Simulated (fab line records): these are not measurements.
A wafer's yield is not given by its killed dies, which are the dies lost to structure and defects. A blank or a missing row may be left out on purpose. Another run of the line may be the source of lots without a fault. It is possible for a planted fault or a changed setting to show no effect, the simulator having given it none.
Which tool is to blame? | flow n5 finfet | 6 lots (18 wafers sampled), 1 step of a 1938-step route

WHAT EACH GAUGE READ, for each wafer
N5_BEOL_M15_INSPECT_55: inspects for defects (darkfield).
lot  | measured     | on                | raw defect count
L552 | day 11 13:10 | defect inspect-02 | 52 58 60
L554 | day 11 15:40 | defect inspect-02 | 48 117 47
L561 | day 14 04:25 | defect inspect-02 | 66 45 51
L567 | day 15 09:55 | defect inspect-02 | 40 56 34
L572 | day 17 08:10 | defect inspect-01 | 38 61 55
L573 | day 18 00:58 | defect inspect-01 | 32 44 38

WHAT TOOL EACH LOT RAN ON (gives the tool, then ch and the chambers of the sampled wafers, and finally the start)
The record shows no process step preceding these readings.

THE ANSWER, worked out from the rows above alone
Rule: the lots themselves supply what counts as usual. Put in order of their means at a reading, lots are off if they are a third of the lots or fewer, leave a main group of 4 or more, and stand apart from it by a gap of 3 or more times the standard deviation of the main group's means; of several such gaps the widest counts. The tables above print the reading to a certain number of digits; a main group whose means all agree to those digits is not used. A lot without any number at a reading at which 4 lots or more have one is off too. The other lots that the step has rows for count as sound.
Across all readings shown, no lot is off: no conclusion can be drawn from this.

WHAT WAS PUT IN BY THE SIMULATOR
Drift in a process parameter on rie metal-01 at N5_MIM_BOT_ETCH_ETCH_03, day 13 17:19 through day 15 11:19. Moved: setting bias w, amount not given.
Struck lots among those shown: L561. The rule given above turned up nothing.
